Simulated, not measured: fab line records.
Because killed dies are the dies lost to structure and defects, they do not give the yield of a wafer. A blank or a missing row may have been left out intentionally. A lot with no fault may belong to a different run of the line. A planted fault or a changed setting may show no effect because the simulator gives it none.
Which tool was responsible? || flow n5 finfet || 10 lots with 28 wafers sampled at 5 steps, on a route of 1938 steps

== WHAT THE GAUGES READ, wafer by wafer ==
N5_BEOL_M4_RC_MEAS_101.
{"lot": "L966", "measured": "day 8 04:54", "on": "prober-01", "DIBL_N (mV/V)": "34.3 38.8 36.5"}
{"lot": "L968", "measured": "day 9 04:48", "on": "prober-02", "DIBL_N (mV/V)": "36.3 38.0 36.7"}
{"lot": "L974", "measured": "day 10 05:20", "on": "prober-02", "DIBL_N (mV/V)": "35.6 35.7 36.2"}
{"lot": "L978", "measured": "day 11 10:28", "on": "prober-01", "DIBL_N (mV/V)": "37.2 33.9 36.1"}
{"lot": "L979", "measured": "day 11 14:25", "on": "prober-01", "DIBL_N (mV/V)": "35.7 35.4 36.0"}
{"lot": "L984", "measured": "day 13 01:10", "on": "prober-01", "DIBL_N (mV/V)": 33.6}
{"lot": "L986", "measured": "day 13 03:45", "on": "prober-02", "DIBL_N (mV/V)": "40.2 35.4 37.4"}
{"lot": "L985", "measured": "day 13 21:21", "on": "prober-02", "DIBL_N (mV/V)": "36.1 37.1 37.0"}
{"lot": "L987", "measured": "day 13 21:41", "on": "prober-01", "DIBL_N (mV/V)": "36.2 35.4 34.2"}
{"lot": "L988", "measured": "day 14 04:16", "on": "prober-02", "DIBL_N (mV/V)": "36.1 35.0 38.2"}

== WHAT TOOL EACH LOT RAN ON (gives the tool, then ch and the chambers of the sampled wafers, and finally the start) ==
{"lot": "L966", "N5_BEOL_M4_PECVD_72": "pecvd-04 ch 0,1,2, day 7 20:40", "N5_BEOL_M4_HM_DEP_02": "pvd sputter-01, day 7 20:59", "N5_BEOL_M4_ALD_98": "ald sin-02 ch 0,2,3, day 7 23:13", "N5_BEOL_M4_STRIP_36": "rie diel-01 ch 0,3, day 8 00:19"}
{"lot": "L968", "N5_BEOL_M4_PECVD_72": "pecvd-01 ch 0,2, day 8 19:25", "N5_BEOL_M4_HM_DEP_02": "pvd sputter-01, day 8 20:08", "N5_BEOL_M4_ALD_98": "ald sin-02 ch 0,1,3, day 8 22:42", "N5_BEOL_M4_STRIP_36": "rie diel-06 ch 0,1,3, day 9 00:42"}
{"lot": "L974", "N5_BEOL_M4_PECVD_72": "pecvd-01 ch 0,1,2, day 9 07:59", "N5_BEOL_M4_HM_DEP_02": "pvd sputter-03, day 9 08:25", "N5_BEOL_M4_ALD_98": "ald sin-02 ch 0,2,3, day 9 10:19", "N5_BEOL_M4_STRIP_36": "rie diel-05 ch 0,1, day 9 20:35"}
{"lot": "L978", "N5_BEOL_M4_PECVD_72": "pecvd-01 ch 0,2, day 10 23:13", "N5_BEOL_M4_HM_DEP_02": "pvd sputter-03, day 11 00:36", "N5_BEOL_M4_ALD_98": "ald sin-02 ch 1,2,3, day 11 02:41", "N5_BEOL_M4_STRIP_36": "rie diel-01 ch 0,1,3, day 11 06:07"}
{"lot": "L979", "N5_BEOL_M4_PECVD_72": "pecvd-01 ch 1,2, day 11 00:50", "N5_BEOL_M4_HM_DEP_02": "pvd sputter-03, day 11 02:07", "N5_BEOL_M4_ALD_98": "ald sin-03 ch 0,1,3, day 11 03:59", "N5_BEOL_M4_STRIP_36": "rie diel-01 ch 0,3, day 11 10:17"}
{"lot": "L984", "N5_BEOL_M4_PECVD_72": "pecvd-01 ch 2, day 12 15:25", "N5_BEOL_M4_HM_DEP_02": "pvd sputter-02, day 12 15:52", "N5_BEOL_M4_ALD_98": "ald sin-02 ch 1, day 12 17:44", "N5_BEOL_M4_STRIP_36": "rie diel-06 ch 0, day 12 19:35"}
{"lot": "L986", "N5_BEOL_M4_PECVD_72": "pecvd-01 ch 0,1,2, day 12 20:02", "N5_BEOL_M4_HM_DEP_02": "pvd sputter-02, day 12 20:55", "N5_BEOL_M4_ALD_98": "ald sin-03 ch 0,2,3, day 12 22:30", "N5_BEOL_M4_STRIP_36": "rie diel-05 ch 0,1,3, day 12 23:31"}
{"lot": "L985", "N5_BEOL_M4_PECVD_72": "pecvd-02 ch 1,2, day 13 06:44", "N5_BEOL_M4_HM_DEP_02": "pvd sputter-03, day 13 07:07", "N5_BEOL_M4_ALD_98": "ald sin-02 ch 1,2,3, day 13 09:27", "N5_BEOL_M4_STRIP_36": "rie diel-05 ch 0,1, day 13 16:37"}
{"lot": "L987", "N5_BEOL_M4_PECVD_72": "pecvd-02 ch 1, day 13 07:36", "N5_BEOL_M4_HM_DEP_02": "pvd sputter-03, day 13 09:03", "N5_BEOL_M4_ALD_98": "ald sin-04 ch 1,3, day 13 11:01", "N5_BEOL_M4_STRIP_36": "rie diel-01 ch 1,2,3, day 13 16:49"}
{"lot": "L988", "N5_BEOL_M4_PECVD_72": "pecvd-04 ch 0,1,2, day 13 10:20", "N5_BEOL_M4_HM_DEP_02": "pvd sputter-03, day 13 10:52", "N5_BEOL_M4_ALD_98": "ald sin-03 ch 0,2,3, day 13 12:51", "N5_BEOL_M4_STRIP_36": "rie diel-01 ch 1,2,3, day 13 22:37"}
- N5_BEOL_M4_PECVD_72: deposits SiO2 from TEOS/O2, target thk 16 nm, time 18 s.
- N5_BEOL_M4_HM_DEP_02: deposits TiN, target thk 20 nm.
- N5_BEOL_M4_ALD_98: deposits SiO2, target thk 2.5 nm, pulse time 1 s, co reactant pulse time 1 s.
- N5_BEOL_M4_STRIP_36: strips in N2/H2.

== THE ANSWER, worked out from the rows above alone ==
Rule: usual is defined by the lots themselves. Put in order of their means at a reading, lots are off if they are a third of the lots or fewer, leave a main group of 4 or more, and stand apart from it by a gap of 3 or more times the standard deviation of the main group's means; of several such gaps the widest counts. The tables above print the reading to a certain number of digits; a main group whose means all agree to those digits is not used. A lot without any number at a reading at which 4 lots or more have one is off too. The other lots that the step has rows for count as sound.
Across all readings shown, no lot is off: no conclusion can be drawn from this.

== WHAT THE SIMULATOR PUT IN ==
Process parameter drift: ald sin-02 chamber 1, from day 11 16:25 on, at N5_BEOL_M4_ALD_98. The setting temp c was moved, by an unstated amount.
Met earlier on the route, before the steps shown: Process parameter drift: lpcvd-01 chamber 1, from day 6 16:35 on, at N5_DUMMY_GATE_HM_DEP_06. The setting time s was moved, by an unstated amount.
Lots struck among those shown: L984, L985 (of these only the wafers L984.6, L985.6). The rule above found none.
